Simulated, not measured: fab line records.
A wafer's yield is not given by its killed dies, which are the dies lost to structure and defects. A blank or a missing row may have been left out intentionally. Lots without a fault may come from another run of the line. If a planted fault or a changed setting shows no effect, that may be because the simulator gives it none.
Chamber matching :: flow nand harc :: rie diel-02 running NHARC_A_M0_DESCUM_14: 4 sister chambers
The step chemistry O2, time 3 s. 4 wafers are shown with their chamber, then 12 later ones without.

WAFERS PAIRED WITH THEIR CHAMBERS
wafer: L076.2
chamber: 0
drypump motor current A (A): 5.50

wafer: L083.2
chamber: 3
drypump motor current A (A): 5.82

wafer: L082.4
chamber: 1
drypump motor current A (A): 5.79

wafer: L082.6
chamber: 2
drypump motor current A (A): 5.74

WAFERS WHOSE CHAMBER IS MISSING
wafer: L086.1
drypump motor current A (A): 5.76

wafer: L086.3
drypump motor current A (A): 5.75

wafer: L086.6
drypump motor current A (A): 5.76

wafer: L089.1
drypump motor current A (A): 5.83

wafer: L089.2
drypump motor current A (A): 5.77

wafer: L089.5
drypump motor current A (A): 5.83

wafer: L091.1
drypump motor current A (A): 5.81

wafer: L091.5
drypump motor current A (A): 5.73

wafer: L091.6
drypump motor current A (A): 5.76

wafer: L095.1
drypump motor current A (A): 5.72

wafer: L095.2
drypump motor current A (A): 5.49

wafer: L095.3
drypump motor current A (A): 5.81

CHAMBER TAKEN BY EACH
wafer: L086.1
from the rows above: can't be placed: 2 or 1
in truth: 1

wafer: L086.3
from the rows above: 2
in truth: 2

wafer: L086.6
from the rows above: can't be placed: 2 or 1
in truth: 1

wafer: L089.1
from the rows above: 3
in truth: 3

wafer: L089.2
from the rows above: can't be placed: 1 or 2
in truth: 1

wafer: L089.5
from the rows above: 3
in truth: 3

wafer: L091.1
from the rows above: can't be placed: 3 or 1
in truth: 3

wafer: L091.5
from the rows above: 2
in truth: 2

wafer: L091.6
from the rows above: can't be placed: 2 or 1
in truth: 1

wafer: L095.1
from the rows above: 2
in truth: 2

wafer: L095.2
from the rows above: 0
in truth: 0

wafer: L095.3
from the rows above: can't be placed: 3 or 1
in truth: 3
6 of 12 placed correctly. These rows do not allow placing 6 (true chamber among the candidates in 6). Wrongly placed: 0.
How it was worked out, from the rows above alone: a wafer's distance from a chamber is the root of the sum, over the readings, of the square of ((its reading less the chamber's mean) divided by the reading's scatter). If the next closest chamber is less than 2 further off than the closest, the wafer can't be placed; otherwise it belongs to the closest. For every chamber, the mean is computed from those of its wafers that are shown. The scatter (one wafer shown for each chamber): square how far every hidden wafer sits from the nearest shown wafer, average those squares and take the square root.
